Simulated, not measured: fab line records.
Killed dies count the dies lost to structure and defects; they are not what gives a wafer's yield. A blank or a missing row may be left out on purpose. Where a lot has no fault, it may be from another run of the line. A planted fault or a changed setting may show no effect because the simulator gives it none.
Struck lot and sound lot, side by side + flow n5Finfet + 32 steps out of a route of 1938
Sound: wafers L670.3, L670.5, L670.6. The struck wafers were L672.3, L672.4, L672.6. The cause is given at the end.
Each step with rows lists, per side, the tool, then ch with its chambers, then its first start. Under that, the readings that differ: sound wafers + struck wafers + difference of the means + sigmas: that difference in standard deviations of wafers without a fault.
alike: same words and numbers on both sides, and readings whose means sit less than 2 such deviations apart. not compared: any withheld reading, any reading some wafer has no value for, any bound like >300 that may hide the same value, and any number with overlapping values for which the record gives no deviation.
The two part at a step that has a row with sigmas, a row that says differs or no value, or rows on one side only. Numbers that don't overlap but have no deviation are shown without sigmas and don't part them. A reading missing from all wafers of one side parts the sides only when that side holds two or more wafers.

first, 10 steps without rows for these wafers: N5_SD_EPI_P_PRECLEAN_51 (cleans in NF3:NH3, afs cycles 1, time 20 s, sublimation time 60 s); N5_SD_EPI_P_VAPOR_ETCH_44 (etches SiGe30 in NF3/Ar, time 3.3 s); N5_SD_EPI_P_EPI_21 (deposits SiGe:B, time 355 s); N5_SD_EPI_P_HM_STRIP_48 (strips SiNx in H3PO4, material SiNx, target depth 3 nm); N5_SD_EPI_P_SRD_49 (time 30 s); N5_SD_EPI_P_PRECLEAN_24 (cleans in O3/DIW, time 45 s); N5_SD_EPI_P_PRECLEAN_32 (cleans in dHF, time 10 s); N5_SD_EPI_P_PRECLEAN_33 (cleans in SC2, time 45 s); N5_SD_EPI_P_SRD_25 (time 30 s); N5_SD_ACTIVATION_RTA_00 (time 0 s).
N5_SD_ACTIVATION_LSA_01: time 0.0008 s.
  sound on laserAnneal-01 ch 0, day 4 09:01; struck on laserAnneal-01 ch 0, day 5 02:46
| reading          | sound                | struck               | difference | sigmas |
|------------------|----------------------|----------------------|------------|--------|
| wafer_temp_C_max | 1084.0 1084.7 1084.5 | 1054.5 1054.6 1054.3 | -29.9      | -36    |
N5_SD_ACTIVATION_RS_MEAS_03: measures by four-point-probe.
  sound on filmMetro-01, day 4 09:13; struck on filmMetro-01, day 5 02:56
| reading          | sound             | struck            | difference | sigmas |
|------------------|-------------------|-------------------|------------|--------|
| RS_SD_N (ohm/sq) | 21.22 21.11 21.45 | 25.52 25.43 25.75 | +4.31      | +15    |
  alike: RS_SD_P
then, 19 steps without rows for these wafers: N5_ILD0_LINER_00 (material SiNx, target thk 4 nm, pulse time 1 s, purge time 2 s); N5_ILD0_FCVD_FILL_01 (material SiO2 flowable, target thk 200 nm, time 328.3 s); N5_ILD0_CURE_02 (time 1800 s); N5_ILD0_CMP_03 (polishes, stops on SiNx, t overpolish 1.9 s, target thk 197.38 nm); N5_ILD0_CMP_07 (polishes SiO2 flowable, stops on poly-Si, t overpolish 1.18 s, target thk 138.88 nm); N5_ILD0_PRECLEAN_10 (cleans in NF3:NH3, afs cycles 5, time 20 s, sublimation time 60 s); N5_ILD0_ALD_15 (deposits SiNx, target thk 24 nm, pulse time 1 s, ald cycles 480); N5_ILD0_CMP_12 (polishes SiNx, stops on poly-Si, t overpolish 6 s, target thk 17.67 nm); N5_SDB_HM_DEP_00 (deposits SiNx from SiH4/NH3/N2, target thk 40 nm, time 35.3 s); N5_SDB_COAT_03 (time 60 s, resist thk 100 nm); N5_SDB_COAT_04 (time 60 s, resist thk 18 nm); N5_SDB_COAT_05 (resist thk 90 nm); N5_SDB_EBR_07; N5_SDB_SOFTBAKE_06 (time 60 s); N5_SDB_EXPOSE_08 (exposes mask SDB); N5_SDB_PEB_09 (peb time 60 s); N5_SDB_DEVELOP_10 (develop time 30 s); N5_SDB_DESCUM_16 (chemistry O2, time 7.9 s); N5_SDB_ETCH_17 (etches SiARC in CF4, target depth 23.4 nm, time 39 s).
-- the record jumps here: 4 days lie between the struck wafers' starts before and after (it left off in module SDB and takes up again in module BEOL_M4, whose first step shown is number 1111 of the route) --
N5_BEOL_M4_RC_MEAS_101:
  sound on prober-01 ch 0, day 9 02:13; struck on prober-02 ch 0, day 9 08:29
| reading             | sound          | struck         | difference | sigmas |
|---------------------|----------------|----------------|------------|--------|
| RC_DENSE_N (ohm.um) | 18.9 18.6 19.7 | 23.2 21.9 21.3 | +3.1       | +7     |
| RC_N (ohm.um)       | 15.7 15.2 15.8 | 18.7 17.7 17.3 | +2.3       | +7     |
| REXT_N (ohm.um)     | 75.9 74.6 75.5 | 83.9 83.5 82.4 | +7.9       | +4     |
| RS_SD_N (ohm/sq)    | 27.6 27.3 27.9 | 32.8 32.2 32.7 | +5.0       | +12    |
  alike: DIBL_N, DIBL_P, IOFF_N, IOFF_P, ION_N, ION_P, SS_N, SS_P, VT_N, VT_P

## WHERE THEY PART
At N5_SD_ACTIVATION_LSA_01 first; at N5_BEOL_M4_RC_MEAS_101 last (within this record only).

WHY: the cause the simulator had injected
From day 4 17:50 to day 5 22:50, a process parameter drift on laserAnneal-01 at N5_SD_ACTIVATION_LSA_01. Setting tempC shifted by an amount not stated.
